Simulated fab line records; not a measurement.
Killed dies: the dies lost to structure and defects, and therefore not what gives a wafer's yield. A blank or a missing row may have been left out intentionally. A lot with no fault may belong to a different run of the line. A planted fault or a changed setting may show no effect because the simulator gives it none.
fab line records ; flow nand_harc ; part 2 of 2: steps 22 to 28 of 28
record: lots: 5; wafers: 15; last_day: 29
route steps=1302 shown A_CONTACT@1069
lots with no fault: from the same line, run without faults
start_h: hours from the record's opening day to when the first of the lot's shown wafers began ; wait_h: hours elapsed since this lot's preceding step ; " unchanged from the row above ; L1.1+2: one row covering several wafers at once ; - no value present, or no start provided ; * or withheld: withheld ; < > ~ a bound
route shown NAME@n: a module of which the file shows steps, and the number in the route of the first ; usual: mean/standard deviation of fault-free wafers ; same: alike in all rows ; chamber/n: place in a boat ; sites: each site's reading ; _std_site: their standard deviation ; _edge_site: inner sites' mean taken away from outer sites' mean ; radius_mm: how far each site lies from the wafer's centre ; mask NAME#n: copy n ; behind: the tool/chamber that last shaped the wafer ; hold: why the lot was held/for how many hours/how that ended ; device: names the non-switching transistor (n, p or np) ; end of line: at the end of the route, the tests of the same wafers ; a step given without rows: its recipe and nothing more ; killed: not the wafer's yield, but the dies lost to structure and defects at the first sort ; map: dies across one wafer; x = killed, . = not, _ = none there
set.NAME: the setting that was run; set.NAME@STEP: the one run at that earlier step ; model.NAME: the simulator's own value behind a step, which no gauge read
certain route steps with their lots: each step a table, each wafer a row
services: from which hour (start_h, from the record's first day; less than 0 if before it) a tool's chamber was out of use, for how many hours, and why
== steps ==
step: NHARC_A_CONTACT_ETCH_138
recipe: source_w: withheld; pressure_mtorr: 20; bias_v: 1200; time_s: 311; target_depth_a: 19140; ar_flow_sccm: withheld; c4f8_flow_sccm: withheld; o2_flow_sccm: withheld; chemistry: C4F8/O2/Ar
usual: chamber_pressure_mTorr: 19.999/0.02
lot.wafer;tool;chamber;start_h;wait_h;chamber_pressure_mTorr;rf_hours_counter_h
L075.2;har_cap_etch-03;0;526.65;0.3;20.022;54
L075.5;har_cap_etch-03;0;526.65;0.3;20.040;-
L075.6;har_cap_etch-03;1;526.65;0.3;19.992;-
L076.2;har_cap_etch-01;1;536.40;0.2;20.035;7
L076.3;har_cap_etch-01;1;536.40;0.2;20.002;-
L076.5;har_cap_etch-01;1;536.40;0.2;20.010;-
L079.2;har_cap_etch-01;0;552.58;0.2;20.017;9
L079.3;har_cap_etch-01;0;552.58;0.2;20.015;-
L079.6;har_cap_etch-01;1;552.58;0.2;20.025;-
L085.2;har_cap_etch-02;1;625.02;0.3;20.013;105
L085.1;har_cap_etch-02;0;625.02;0.3;20.010;105
L085.3;har_cap_etch-02;1;625.02;0.3;19.981;-
L087.1;har_cap_etch-03;1;649.74;0.2;20.025;77
L087.4;har_cap_etch-03;1;649.74;0.2;19.990;-
L087.5;har_cap_etch-03;0;649.74;0.2;19.978;-
step: NHARC_A_CONTACT_ETCH_139
recipe: source_w: withheld; pressure_mtorr: 20; bias_v: 400; time_s: 195; target_depth_a: 8400; ar_flow_sccm: withheld; c4f8_flow_sccm: 11.5; o2_flow_sccm: 7.2; chemistry: C4F8/O2/Ar
usual: chamber_pressure_mTorr: 20.000/0.02
lot.wafer;tool;chamber;start_h;wait_h;chamber_pressure_mTorr;rf_hours_counter_h
L075.2;har_cap_etch-03;0;527.02;0.3;19.987;54
L075.5;har_cap_etch-03;0;527.02;0.3;19.986;-
L075.6;har_cap_etch-03;1;527.02;0.3;20.026;-
L076.2;har_cap_etch-01;1;536.67;0.2;20.036;7
L076.3;har_cap_etch-01;1;536.67;0.2;19.981;-
L076.5;har_cap_etch-01;1;536.67;0.2;19.984;-
L079.2;har_cap_etch-01;0;552.85;0.2;20.004;10
L079.3;har_cap_etch-01;0;552.85;0.2;20.013;-
L079.6;har_cap_etch-01;1;552.85;0.2;20.002;-
L085.2;har_cap_etch-02;1;625.38;0.3;20.002;105
L085.1;har_cap_etch-02;0;625.38;0.3;20.026;105
L085.3;har_cap_etch-02;1;625.38;0.3;20.001;-
L087.1;har_cap_etch-03;1;650.01;0.2;19.996;77
L087.4;har_cap_etch-03;1;650.01;0.2;20.003;-
L087.5;har_cap_etch-03;0;650.01;0.2;20.009;-
step: NHARC_A_CONTACT_ETCH_92
recipe: target_depth_a: 400; over_etch_frac: 0.5; time_s: 85.7; ion_energy_ev: 120; ch3f_flow_sccm: 50; o2_flow_sccm: 30; ar_flow_sccm: 200; rf_w: 500; bias_w: 100; chemistry: CH3F/O2
usual: chamber_pressure_mTorr: 25.001/0.024; drypump_motor_current_A: 5.8/0.46; oes_product_au: 0.94/0.032; rf_vpp_V: 244.6/1.7; showerhead_plenum_p_Torr: 2.48/0.1; throttle_valve_pct: 20.663/0.009
lot.wafer;tool;chamber;start_h;wait_h;chamber_pressure_mTorr;drypump_motor_current_A;oes_product_au;rf_hours_counter_h;rf_vpp_V;showerhead_plenum_p_Torr;throttle_valve_pct
L075.2;rie_diel-08;1;527.67;0.6;25.006;5.9;0.92;30;244.3;2.40;20.662
L075.6;rie_diel-08;1;527.67;0.6;24.991;5.9;0.93;-;244.6;2.40;20.671
L075.5;rie_diel-08;2;527.67;0.6;25.002;5.3;0.93;-;243.5;2.45;20.664
L076.3;rie_diel-08;0;537.25;0.4;25.027;6.4;1.01;26;247.5;2.65;20.673
L076.2;rie_diel-08;3;537.25;0.4;25.009;5.8;0.99;27;243.0;2.31;20.666
L076.5;rie_diel-08;1;537.25;0.4;24.999;5.9;1.00;-;243.5;2.40;20.650
L079.3;rie_diel-04;0;553.56;0.6;25.029;5.3;0.93;2;242.1;2.39;20.676
L079.2;rie_diel-04;1;553.56;0.6;24.974;6.0;0.92;3;245.7;2.63;20.661
L079.6;rie_diel-04;2;553.56;0.6;25.004;6.3;0.91;-;246.2;2.63;20.668
L085.1;rie_diel-08;3;626.04;0.5;24.998;5.8;0.92;10;242.5;2.31;20.660
L085.2;rie_diel-08;0;626.04;0.5;24.994;6.4;0.92;10;247.0;2.65;20.663
L085.3;rie_diel-08;1;626.04;0.5;24.991;5.9;0.92;10;244.1;2.40;20.652
L087.4;rie_diel-04;0;650.60;0.5;24.997;5.3;0.94;34;243.2;2.38;20.679
L087.1;rie_diel-04;1;650.60;0.5;24.972;6.0;0.93;38;247.5;2.62;20.669
L087.5;rie_diel-04;2;650.60;0.5;25.023;6.3;0.92;-;247.2;2.62;20.680
step: NHARC_A_CONTACT_ETCH_98
recipe: target_depth_a: 200; over_etch_frac: 0.5; time_s: 10; ion_energy_ev: 250; c4f6_flow_sccm: 25; o2_flow_sccm: 20; ar_flow_sccm: 500; rf_w: 600; bias_w: 500; chemistry: C4F6/O2
usual: c4f6_flow_sccm: 25.00/0.081; chamber_pressure_mTorr: 30.002/0.028; drypump_motor_current_A: 5.8/0.45; oes_product_au: 0.958/0.024; rf_vpp_V: 547/3.5; showerhead_plenum_p_Torr: 3.96/0.16; throttle_valve_pct: 26.904/0.0097
lot.wafer;tool;chamber;start_h;wait_h;c4f6_flow_sccm;chamber_pressure_mTorr;drypump_motor_current_A;oes_product_au;rf_hours_counter_h;rf_vpp_V;showerhead_plenum_p_Torr;throttle_valve_pct
L075.2;rie_diel-08;2;-;-;24.93;30.058;5.3;0.948;28;547;3.91;26.900
L075.5;rie_diel-08;1;-;-;25.02;29.975;6.0;0.933;-;545;3.84;26.894
L075.6;rie_diel-08;2;-;-;24.80;30.011;5.3;0.949;-;546;3.91;26.891
L076.2;rie_diel-08;1;-;-;24.91;29.935;6.0;1.000;33;545;3.84;26.913
L076.3;rie_diel-08;2;-;-;24.94;30.022;5.3;1.008;30;546;3.91;26.901
L076.5;rie_diel-08;3;-;-;25.13;30.000;5.8;0.998;-;540;3.70;26.917
L079.2;rie_diel-04;0;-;-;24.82;30.046;5.4;0.968;3;545;3.82;26.922
L079.3;rie_diel-04;2;-;-;25.08;30.015;6.3;0.957;3;552;4.19;26.897
L079.6;rie_diel-04;1;-;-;25.00;29.949;6.1;0.969;-;552;4.19;26.903
L085.2;rie_diel-08;2;-;-;25.06;29.968;5.3;0.942;10;546;3.90;26.907
L085.3;rie_diel-08;3;-;-;24.96;29.992;5.8;0.942;10;542;3.70;26.907
L085.1;rie_diel-08;1;-;-;25.09;30.043;5.9;0.940;10;545;3.83;26.914
L087.4;rie_diel-04;3;-;-;25.04;29.966;6.1;0.940;33;551;4.09;26.908
L087.1;rie_diel-04;0;-;-;25.03;30.009;5.3;0.942;34;544;3.81;26.901
L087.5;rie_diel-04;3;-;-;25.15;30.007;6.1;0.949;-;552;4.09;26.904
step: NHARC_A_CONTACT_CD_MEAS_15
usual: cd_nm: 190.2/0.57
lot.wafer;tool;chamber;start_h;wait_h;cd_nm
L075.2;cd_sem-03;-;527.90;-;189.3
L075.5;cd_sem-03;-;527.90;-;189.5
L075.6;cd_sem-03;-;527.90;-;189.3
L076.2;cd_sem-02;-;537.47;-;190.4
L076.3;cd_sem-02;-;537.47;-;189.8
L076.5;cd_sem-02;-;537.47;-;190.7
L079.2;cd_sem-01;-;553.94;-;190.1
L079.3;cd_sem-01;-;553.94;-;190.9
L079.6;cd_sem-01;-;553.94;-;190.7
L085.1;cd_sem-01;-;626.25;-;191.4
L085.2;cd_sem-01;-;626.25;-;190.4
L085.3;cd_sem-01;-;626.25;-;190.9
L087.1;cd_sem-01;-;650.78;-;189.6
L087.4;cd_sem-01;-;650.78;-;190.0
L087.5;cd_sem-01;-;650.78;-;189.7
step: NHARC_A_CONTACT_STRIP_107
recipe: n2_flow_sccm: 150; h2_flow_sccm: 150; ar_flow_sccm: 0; bias_w: 0; chemistry: N2/H2
lot.wafer;tool;chamber;start_h;wait_h
L075.2+6+5;rie_diel-02;1,3,0;527.99;0.1
L076.2+3+5;rie_diel-08;1,2,1;537.70;0.2
L079.3+2+6;rie_diel-04;0,2,0;554.06;0.1
L085.2+1+3;rie_diel-08;0,2,3;626.32;0.1
L087.1+4+5;rie_diel-08;1,3,1;650.89;0.1
step: NHARC_A_CONTACT_STRIP_108
recipe: cf4_flow_sccm: 100; chf3_flow_sccm: 30; ar_flow_sccm: 0; bias_w: 0; chemistry: CF4/CHF3
lot.wafer;tool;chamber;start_h;wait_h
L075.2+6+5;rie_diel-02;2,1,2;528.07;0.1
L076.2+3+5;rie_diel-08;1,0,2;537.80;0.1
L079.3+2+6;rie_diel-04;1,2,0;554.19;0.1
L085.2+1+3;rie_diel-08;0,2,3;626.42;0.1
L087.1+5+4;rie_diel-08;1,2,1;650.98;0.1
== services ==
tool;chamber;start_h;hours;kind
rie_diel-08;0;500.11;-;clean
rie_diel-08;1;500.11;-;clean
rie_diel-08;2;500.11;-;clean
rie_diel-08;3;500.11;-;clean
har_cap_etch-01;-;504.50;0.9;repair
litho_track-01;-;505.00;7.0;pm
rie_diel-08;0;524.61;-;clean
rie_diel-08;1;524.61;-;clean
rie_diel-08;2;524.61;-;clean
rie_diel-08;3;524.61;-;clean
litho_track-06;-;529.00;7.0;pm
har_cap_etch-02;-;535.22;0.4;repair
rie_diel-04;-;536.33;9.0;pm
arfi_scanner-03;-;540.00;4.0;pm
rie_diel-08;-;545.53;9.0;pm
litho_track-04;-;553.00;7.0;pm
arfi_scanner-01;-;560.47;0.8;repair
rie_diel-02;-;574.52;9.0;pm
arfi_scanner-01;-;576.81;1.3;repair
arfi_scanner-01;-;596.00;4.0;pm
arfi_scanner-02;-;631.50;9.0;repair
arfi_scanner-02;-;643.84;5.2;repair
rie_diel-08;0;646.93;37.9;repair
arfi_scanner-03;-;647.97;5.3;repair
